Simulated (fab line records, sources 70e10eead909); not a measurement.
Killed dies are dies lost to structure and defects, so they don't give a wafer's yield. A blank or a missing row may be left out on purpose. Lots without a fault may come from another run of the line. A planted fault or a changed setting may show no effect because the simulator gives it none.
Chamber matching | flow nand_harc | NHARC_A_CONTACT_ETCH_31 on rie_diel-03: 4 sister chambers
The step etches the open film in O2/COS, target depth 2000 nm, time 520 s. 4 wafers are shown with their chamber, then 8 later ones without.

WAFERS WITH THEIR CHAMBER
wafer  | chamber | showerhead_plenum_p_Torr (Torr)
L185.2 | 0       | 3.03
L185.5 | 1       | 3.31
L186.6 | 2       | 3.13
L191.1 | 3       | 2.96

WAFERS WITHOUT THEIR CHAMBER
wafer  | showerhead_plenum_p_Torr (Torr)
L191.5 | 3.12
L191.6 | 2.96
L189.1 | 2.96
L189.3 | 3.03
L189.5 | 2.96
L190.3 | 3.02
L190.5 | 3.02
L190.6 | 3.31

WHICH CHAMBER EACH WENT THROUGH
wafer  | from the rows above | in truth
L191.5 | 2                   | 2
L191.6 | 3                   | 3
L189.1 | 3                   | 3
L189.3 | 0                   | 0
L189.5 | 3                   | 3
L190.3 | 0                   | 0
L190.5 | 0                   | 0
L190.6 | 1                   | 1
Placed correctly: 8 of 8. Can't be placed from these rows: 0. Placed wrongly: 0.
How it was worked out, from the rows above alone: a wafer's distance from a chamber is the root of the sum, over the readings, of the square of ((its reading less the chamber's mean) divided by the reading's scatter). The wafer belongs to the nearest chamber; if the next one is less than 2 further off, it can't be placed. A chamber's mean is the mean of its shown wafers. The scatter: with one shown wafer a chamber, the root of the mean of the squares of how far each hidden wafer lies from its nearest shown one.
